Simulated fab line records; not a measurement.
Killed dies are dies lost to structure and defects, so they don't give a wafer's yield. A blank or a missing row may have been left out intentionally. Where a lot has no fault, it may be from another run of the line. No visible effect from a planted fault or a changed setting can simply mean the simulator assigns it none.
fab line records + flow n5-finfet + part 2 of 2: steps 16 to 24 of 24
record
- lots=5
- wafers=15
- last-day=16
route steps=1938 shown BEOL_M0_CUTY@711 BEOL_M0@715
lots that met no fault: taken from a fault-free run of the same line
start-h: hours from the record's opening day to when the first of the lot's shown wafers began + wait-h: hours elapsed since this lot's preceding step + " unchanged from the row above + L1.1+2: a single row standing in for several wafers + - no value present, or no start provided + * or withheld: withheld + < > ~ a bound
route shown NAME@n: names a module that has steps shown in the file, with the first one's number in the route + usual: mean/standard deviation of fault-free wafers + same: alike in all rows + chamber/n: place in a boat + sites: readings site by site + _std_site: their standard deviation + _edge_site: inner sites' mean taken away from outer sites' mean + radius-mm: how far each site lies from the wafer's centre + mask NAME#n: copy n + behind: tool/chamber where the wafer was last shaped + hold: reason for holding the lot/hours on hold/outcome of the hold + device: the n, p or np transistor that did not switch + end of line: the tests these same wafers got at the end of their route + step lacking rows: just its recipe + killed: dies that structure and defects cost at the first sort, which is not the same as the wafer's yield + map: dies across one wafer; x = killed, . = not, _ = none there
set.NAME: the setting that was run; set.NAME@STEP: the one run at that earlier step + model.NAME: the simulator's own value behind a step, which no gauge read
certain route steps with their lots: each step a table, each wafer a row
services: a tool's chamber out of use, with start hour (start-h, from the record's first day; less than 0 if before it), hours out, and reason
## steps
# step N5_BEOL_M0_ETCH_109
# recipe
- chemistry=CH3F/O2
- target-depth-a=80
- overetch-a=24
- target=SiCN
- time-s=27.4
- ion-energy-ev=120
- pressure-mtorr=30
- source-w=395
- bias-w=75
- Ar_flow_sccm=150
- CH3F_flow_sccm=30
- O2_flow_sccm=20
# usual
- drypump-motor-current-A=5.8/0.44
- oes-product-au=0.65/0.047
- rf-vpp-V=297.8/1.1
- showerhead-plenum-p-Torr=2.03/0.037
- throttle-valve-pct=16.41/0.21
# same
- time-s=27.4
| lot.wafer | tool        | chamber | start-h | wait-h | drypump-motor-current-A | oes-product-au | rf-hours-counter-h | rf-vpp-V | showerhead-plenum-p-Torr | throttle-valve-pct |
|-----------|-------------|---------|---------|--------|-------------------------|----------------|--------------------|----------|--------------------------|--------------------|
| L078.2    | rie-diel-06 | 0       | 148.16  | 0.2    | 6.4                     | 0.62           | 188                | 296.5    | 1.99                     | 16.62              |
| L078.4    | "           | 3       | "       | "      | 5.7                     | 0.72           | 77                 | 296.2    | 2.04                     | 16.46              |
| L078.5    | "           | 2       | "       | "      | 5.5                     | 0.69           | -                  | 298.6    | 2.02                     | 16.22              |
| L085.1    | rie-diel-06 | 2       | 192.89  | 0.1    | 5.5                     | 0.66           | 121                | 298.6    | 2.01                     | 16.24              |
| L085.3    | "           | 3       | "       | "      | 5.7                     | 0.70           | 96                 | 297.6    | 2.03                     | 16.51              |
| L085.6    | "           | 0       | "       | "      | 6.4                     | 0.62           | -                  | 297.0    | 1.98                     | 16.66              |
| L087.1    | rie-diel-06 | 2       | 197.37  | 0.0    | 5.5                     | 0.66           | 123                | 296.3    | 2.01                     | 16.25              |
| L087.2    | "           | 0       | "       | "      | 6.4                     | 0.60           | 209                | 298.5    | 1.98                     | 16.67              |
| L087.6    | "           | 1       | "       | "      | 5.7                     | 0.59           | -                  | 299.8    | 2.05                     | 16.42              |
| L090.1    | rie-diel-06 | 1       | 217.99  | 0.0    | 5.7                     | 0.60           | 219                | 297.6    | 2.05                     | 16.44              |
| L090.3    | "           | 0       | "       | "      | 6.4                     | 0.59           | 217                | 296.7    | 1.98                     | 16.68              |
| L090.4    | "           | 2       | "       | "      | 5.5                     | 0.65           | -                  | 296.3    | 2.01                     | 16.27              |
| L092.2    | rie-diel-06 | 0       | 227.30  | 0.0    | 6.4                     | 0.59           | 222                | 297.2    | 1.97                     | 16.68              |
| L092.5    | "           | 0       | "       | "      | 6.4                     | 0.59           | -                  | 296.9    | 1.97                     | 16.69              |
| L092.6    | "           | 3       | "       | "      | 5.7                     | 0.70           | -                  | 297.5    | 2.03                     | 16.51              |
# step N5_BEOL_M0_STRIP_139
# recipe
- chemistry=post-etch-residue-remover
- time-s=60
- temp-c=25
- remover-ph=withheld
- remover-water-wt-pct=withheld
- remover-fluoride-wt-pct=withheld
# same
- time-s=60
| lot.wafer  | tool         | chamber | start-h | wait-h |
|------------|--------------|---------|---------|--------|
| L078.2+4+5 | wet-bench-03 | 3,4,7   | 148.26  | 0.1    |
| L085.1+3+6 | wet-bench-06 | 2,5,4   | 193.00  | 0.1    |
| L087.1+2+6 | wet-bench-03 | 2,3,5   | 197.47  | 0.1    |
| L090.1+3+4 | wet-bench-03 | 6,5,0   | 218.09  | 0.1    |
| L092.2+5+6 | wet-bench-06 | 1,3,2   | 227.40  | 0.1    |
# step N5_BEOL_M0_SRD_111
# recipe
- time-s=30
- temp-c=23
- rinse-liquid=diw
- dry=ipa-marangoni
# same
- time-s=30
| lot.wafer  | tool         | chamber | start-h | wait-h |
|------------|--------------|---------|---------|--------|
| L078.2+4+5 | wet-bench-03 | 3,4,7   | 148.28  | 0.0    |
| L085.1+3+6 | wet-bench-06 | 2,5,4   | 193.02  | 0.0    |
| L087.1+2+6 | wet-bench-03 | 2,3,5   | 197.49  | 0.0    |
| L090.1+3+4 | wet-bench-03 | 6,5,0   | 218.13  | 0.0    |
| L092.2+5+6 | wet-bench-06 | 1,3,2   | 227.42  | 0.0    |
# step N5_BEOL_M0_DEGAS_112
# recipe
- ambient=vacuum
- temp-c=250
- time-s=60
# usual
- heater-power-w=324/26
- susceptor-temp-C=250.00/0.17
# same
- time-s=60
| lot.wafer | tool           | chamber | start-h | wait-h | heater-power-w | susceptor-temp-C |
|-----------|----------------|---------|---------|--------|----------------|------------------|
| L078.2    | pvd-sputter-03 | -       | 149.98  | 1.7    | 347            | 250.10           |
| L078.4    | "              | -       | "       | "      | 293            | 249.97           |
| L078.5    | "              | -       | "       | "      | 320            | 250.01           |
| L085.1    | pvd-sputter-03 | -       | 193.29  | 0.3    | 329            | 250.26           |
| L085.3    | "              | -       | "       | "      | 289            | 249.89           |
| L085.6    | "              | -       | "       | "      | 370            | 250.01           |
| L087.1    | pvd-sputter-03 | -       | 198.11  | 0.6    | 374            | 250.14           |
| L087.2    | "              | -       | "       | "      | 342            | 250.01           |
| L087.6    | "              | -       | "       | "      | 356            | 249.85           |
| L090.1    | pvd-sputter-01 | -       | 218.43  | 0.3    | 327            | 249.68           |
| L090.3    | "              | -       | "       | "      | 334            | 249.70           |
| L090.4    | "              | -       | "       | "      | 323            | 249.95           |
| L092.2    | pvd-sputter-03 | -       | 228.45  | 1.0    | 281            | 249.78           |
| L092.5    | "              | -       | "       | "      | 349            | 249.83           |
| L092.6    | "              | -       | "       | "      | 318            | 250.15           |
# step N5_BEOL_M0_PRE_CLEAN_113
# recipe
- gas=H2/He
- time-s=30
- temp-c=250
# usual
- heater-power-w=324/27
- susceptor-temp-C=250.00/0.19
# same
- time-s=30
| lot.wafer | tool           | chamber | start-h | wait-h | heater-power-w | susceptor-temp-C |
|-----------|----------------|---------|---------|--------|----------------|------------------|
| L078.2    | pvd-sputter-03 | -       | 150.02  | 0.0    | 346            | 250.24           |
| L078.4    | "              | -       | "       | "      | 288            | 249.80           |
| L078.5    | "              | -       | "       | "      | 320            | 249.85           |
| L085.1    | pvd-sputter-03 | -       | 193.33  | 0.0    | 322            | 249.85           |
| L085.3    | "              | -       | "       | "      | 286            | 249.97           |
| L085.6    | "              | -       | "       | "      | 377            | 250.17           |
| L087.1    | pvd-sputter-03 | -       | 198.15  | 0.0    | 370            | 249.94           |
| L087.2    | "              | -       | "       | "      | 352            | 250.01           |
| L087.6    | "              | -       | "       | "      | 342            | 249.96           |
| L090.1    | pvd-sputter-01 | -       | 218.47  | 0.0    | 328            | 249.45           |
| L090.3    | "              | -       | "       | "      | 328            | 249.96           |
| L090.4    | "              | -       | "       | "      | 338            | 249.95           |
| L092.2    | pvd-sputter-03 | -       | 228.49  | 0.0    | 294            | 250.08           |
| L092.5    | "              | -       | "       | "      | 353            | 250.15           |
| L092.6    | "              | -       | "       | "      | 333            | 249.82           |
# step N5_BEOL_M0_ALD_136
# recipe
- material=TaN
- target-thk-a=*
- temp-c=275
- ald-precursor-family=PDMAT
- ald-co-reactant=NH3
- pressure-torr=3
- carrier-flow-sccm=1500
- pulse-time-s=2
- purge-time-s=3
- co-reactant-purge-time-s=2
- co-reactant-pulse-time-s=3
- ald-cycles=30
- precursor-vessel-temp-c=75
- precursor-vessel-pressure-torr=26.25
- precursor-vessel-carrier-sccm=1000
# usual
- heater-power-w=426/27
- precursor-vessel-temp-c=75.00/0.12
- susceptor-temp-C=274.98/0.17
# same
- co-reactant-purge-time-s=2
| lot.wafer | tool         | chamber | start-h | wait-h | heater-power-w | precursor-vessel-temp-c | susceptor-temp-C |
|-----------|--------------|---------|---------|--------|----------------|-------------------------|------------------|
| L078.2    | ald-metal-03 | 3       | 150.08  | 0.0    | 420            | 74.96                   | 275.29           |
| L078.4    | "            | 1       | "       | "      | 377            | 74.96                   | 275.16           |
| L078.5    | "            | 0       | "       | "      | 374            | 74.82                   | 275.00           |
| L085.1    | ald-metal-03 | 1       | 193.39  | 0.0    | 389            | 75.05                   | 274.93           |
| L085.3    | "            | 2       | "       | "      | 433            | 75.16                   | 275.01           |
| L085.6    | "            | 0       | "       | "      | 373            | 75.17                   | 274.90           |
| L087.1    | ald-metal-01 | 0       | 198.21  | 0.0    | 463            | 74.86                   | 275.14           |
| L087.2    | "            | 2       | "       | "      | 398            | 75.15                   | 274.73           |
| L087.6    | "            | 1       | "       | "      | 444            | 74.98                   | 275.12           |
| L090.1    | ald-metal-01 | 3       | 218.58  | 0.1    | 440            | 74.93                   | 275.20           |
| L090.3    | "            | 1       | "       | "      | 438            | 75.21                   | 275.09           |
| L090.4    | "            | 2       | "       | "      | 394            | 74.81                   | 274.83           |
| L092.2    | ald-metal-01 | 2       | 228.62  | 0.1    | 391            | 75.05                   | 275.12           |
| L092.5    | "            | 1       | "       | "      | 430            | 74.97                   | 274.85           |
| L092.6    | "            | 2       | "       | "      | 391            | 74.96                   | 275.14           |
# step N5_BEOL_M0_SURFACE_TREAT_137
# recipe
- gas=Ar
- time-s=*
- ion-energy-ev=*
- ion-current-ma-cm2=0.5
- pressure-mtorr=*
- ar-flow-sccm=30
# usual
- throttle-valve-pct=*
# same
- time-s=*
| lot.wafer | tool           | chamber | start-h | wait-h | throttle-valve-pct |
|-----------|----------------|---------|---------|--------|--------------------|
| L078.2    | pvd-sputter-03 | -       | 150.32  | 0.1    | *                  |
| L078.4    | "              | -       | "       | "      | *                  |
| L078.5    | "              | -       | "       | "      | *                  |
| L085.1    | pvd-sputter-03 | -       | 193.69  | 0.2    | *                  |
| L085.3    | "              | -       | "       | "      | *                  |
| L085.6    | "              | -       | "       | "      | *                  |
| L087.1    | pvd-sputter-03 | -       | 198.61  | 0.3    | *                  |
| L087.2    | "              | -       | "       | "      | *                  |
| L087.6    | "              | -       | "       | "      | *                  |
| L090.1    | pvd-sputter-03 | -       | 218.96  | 0.3    | *                  |
| L090.3    | "              | -       | "       | "      | *                  |
| L090.4    | "              | -       | "       | "      | *                  |
| L092.2    | pvd-sputter-02 | -       | 228.98  | 0.3    | *                  |
| L092.5    | "              | -       | "       | "      | *                  |
| L092.6    | "              | -       | "       | "      | *                  |
# step N5_BEOL_M0_CVD_115
# recipe
- material=Co
- target-thk-a=*
- temp-c=withheld
- precursor=CCTBA/H2
- pressure-torr=30
- time-s=120
# same
- time-s=120
| lot.wafer  | tool      | chamber | start-h | wait-h |
|------------|-----------|---------|---------|--------|
| L078.2+4+5 | cvd-co-01 | 2,2,1   | 150.38  | 0.0    |
| L085.1+3+6 | cvd-co-01 | 1,0,1   | 193.77  | 0.1    |
| L087.1+2+6 | cvd-co-02 | 1,2,0   | 198.67  | 0.0    |
| L090.1+3+4 | cvd-co-02 | 0,1,0   | 219.11  | 0.1    |
| L092.2+5+6 | cvd-co-01 | 0,2,0   | 229.11  | 0.1    |
# step N5_BEOL_M0_SPUTTER_116
# recipe
- material=Cu
- target-thk-a=40
- temp-c=-20
- chamber-pressure-pa=0.07
- power-w=withheld
- time-s=7.37
# usual
- chuck-gas-flow-sccm=1.26/0.056
- susceptor-temp-C=-19.99/0.096
- throttle-valve-pct=29.9/1.3
# same
- time-s=7.37
| lot.wafer | tool           | chamber | start-h | wait-h | chuck-gas-flow-sccm | susceptor-temp-C | throttle-valve-pct |
|-----------|----------------|---------|---------|--------|---------------------|------------------|--------------------|
| L078.2    | pvd-sputter-03 | -       | 150.48  | 0.1    | 1.23                | -19.95           | 30.2               |
| L078.4    | "              | -       | "       | "      | 1.34                | -19.88           | 29.9               |
| L078.5    | "              | -       | "       | "      | 1.39                | -20.05           | 30.0               |
| L085.1    | pvd-sputter-03 | -       | 194.25  | 0.4    | 1.20                | -19.89           | 30.0               |
| L085.3    | "              | -       | "       | "      | 1.27                | -20.07           | 32.1               |
| L085.6    | "              | -       | "       | "      | 1.25                | -19.90           | 30.5               |
| L087.1    | pvd-sputter-02 | -       | 198.83  | 0.1    | 1.24                | -20.02           | 28.6               |
| L087.2    | "              | -       | "       | "      | 1.22                | -19.91           | 30.4               |
| L087.6    | "              | -       | "       | "      | 1.31                | -20.03           | 26.8               |
| L090.1    | pvd-sputter-01 | -       | 219.31  | 0.2    | 1.35                | -19.99           | 28.8               |
| L090.3    | "              | -       | "       | "      | 1.34                | -19.99           | 31.3               |
| L090.4    | "              | -       | "       | "      | 1.27                | -19.84           | 29.5               |
| L092.2    | pvd-sputter-02 | -       | 229.22  | 0.1    | 1.23                | -19.97           | 29.9               |
| L092.5    | "              | -       | "       | "      | 1.29                | -19.88           | 30.2               |
| L092.6    | "              | -       | "       | "      | 1.25                | -20.10           | 29.8               |
## services
| tool           | chamber | start-h | hours | kind   |
|----------------|---------|---------|-------|--------|
| cvd-co-02      | -       | 123.56  | 6.9   | pm     |
| pvd-sputter-02 | -       | 124.06  | 2.1   | repair |
| cvd-co-02      | -       | 130.46  | 2.8   | pm     |
| cvd-co-01      | -       | 134.02  | 1.2   | repair |
| rie-metal-02   | -       | 141.53  | 14.6  | pm     |
| rie-diel-02    | -       | 156.72  | 16.8  | repair |
| rie-diel-06    | 1       | 161.09  | 4.9   | repair |
| rie-metal-03   | 1       | 181.20  | 12.1  | repair |
| cvd-co-02      | 1       | 187.00  | 10.4  | repair |
| rie-diel-06    | 3       | 211.16  | 15.1  | repair |
| cvd-co-01      | 0       | 211.71  | 6.2   | repair |
| rie-diel-02    | 2       | 226.34  | 13.2  | repair |
